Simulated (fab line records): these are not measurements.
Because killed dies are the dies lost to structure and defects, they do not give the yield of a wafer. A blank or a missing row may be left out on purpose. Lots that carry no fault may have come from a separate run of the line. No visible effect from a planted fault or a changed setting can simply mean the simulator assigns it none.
Problem report, 8D (eight disciplines) form, completed by code :: flow nand harc :: the parts of the form that need people (team, actions taken, sign-off) are left out

== 1. PROBLEM STATEMENT ==
Mean of thk nm at NHARC_A_ONON_D1_THK_MEAS_08: 890 nm across 3 wafers in 3 lots; on wafers with no fault it is 997 nm (standard deviation 11). Relative to the usual mean, that is a shift of -9.7 standard deviations.
The step: measures by ellipsometry.
Seen first at day 11 03:44 on film metro-01, wafer L552.4. The record holds 45 wafers of 15 lots with a number at this step. The rule behind "out" and "out of limits": a value lying over 4 standard deviations away from the usual mean. The rest of the wafers with a number are treated as sound.

== 2. WHAT IT IS, AND WHAT IT ISN'T ==
question: which readings at this step
is: thk nm
is not: -

question: which lots
is: L552, L554, L555
is not: L545, L546, L547, L549, L550, L551, L562, L563, L564, L566, L567, L568

question: which wafers of those lots
is: L552.4, L554.5, L555.5
is not: L552.1, L552.2, L554.2, L554.6, L555.1, L555.3

question: read on which gauges
is: film metro-01, film metro-02
is not: -

question: when
is: from day 11 03:44
is not: up to then (20 sound wafers); but 22 sound wafers of L554, L555, L562, L563, L564, L566, L567, L568 came after

== 3. WHAT RULES OUT EACH SUSPECT ==
Counting: a tool at a process step up to the reading stays a suspect if it ran every lot that is out. Sound lots after the first of them don't rule it out here, since some wafers of a struck lot are sound.
- the gauge at NHARC_A_ONON_D1_THK_MEAS_08: ruled out. Those wafers that are out were read across 2 gauges (film metro-01, film metro-02).
- pecvd onon-02 at NHARC_A_ONON_D1_DEP_06 (target thk 1000 nm): kept. Ran every lot that is out, first one L552 (day 11 03:13); last sound lot up to then L551 (day 10 18:59).
The count leaves pecvd onon-02 at NHARC_A_ONON_D1_DEP_06.

== 4. THE CAUSE (what the simulator had put in) ==
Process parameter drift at NHARC_A_ONON_D1_DEP_06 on pecvd onon-02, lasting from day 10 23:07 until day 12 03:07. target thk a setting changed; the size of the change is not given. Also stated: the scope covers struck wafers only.
The count eliminated every tool but this one.

== 5. THE CHAIN OF EFFECTS, in route order ==
Rows list readings where the struck wafers' mean (over those with a number) sits beyond 3 standard deviations from the usual. Only readings whose record carries a usual standard deviation are examined. hours: median over the lots of the time between each lot's start at the first step of this table that gives one and its start at this step. sigmas: the change, counted in usual standard deviations.
hours: 0
step: NHARC_A_ONON_D1_THK_MEAS_08
reading: thk nm
usual: 997 nm
on struck wafers: 890
change: -107
sigmas: -9.7

hours: 408
step: NHARC_END_SORT_01
reading: killed at array
usual: 53
on struck wafers: 672
change: +619
sigmas: +34

hours: 408
step: NHARC_END_SORT_01
reading: killed dies
usual: 58
on struck wafers: 677
change: +619
sigmas: +34

== 6. WHAT WOULD HAVE CAUGHT IT SOONER ==
In this record the first reading out of limits at a measuring or inspecting step was taken at day 11 03:44, 5 hours after the fault began at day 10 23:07.
Lots out: 3; of these, L554, L555 started NHARC_A_ONON_D1_DEP_06 on pecvd onon-02 after day 11 03:44. A hold on the tool at that time would have spared those 2.
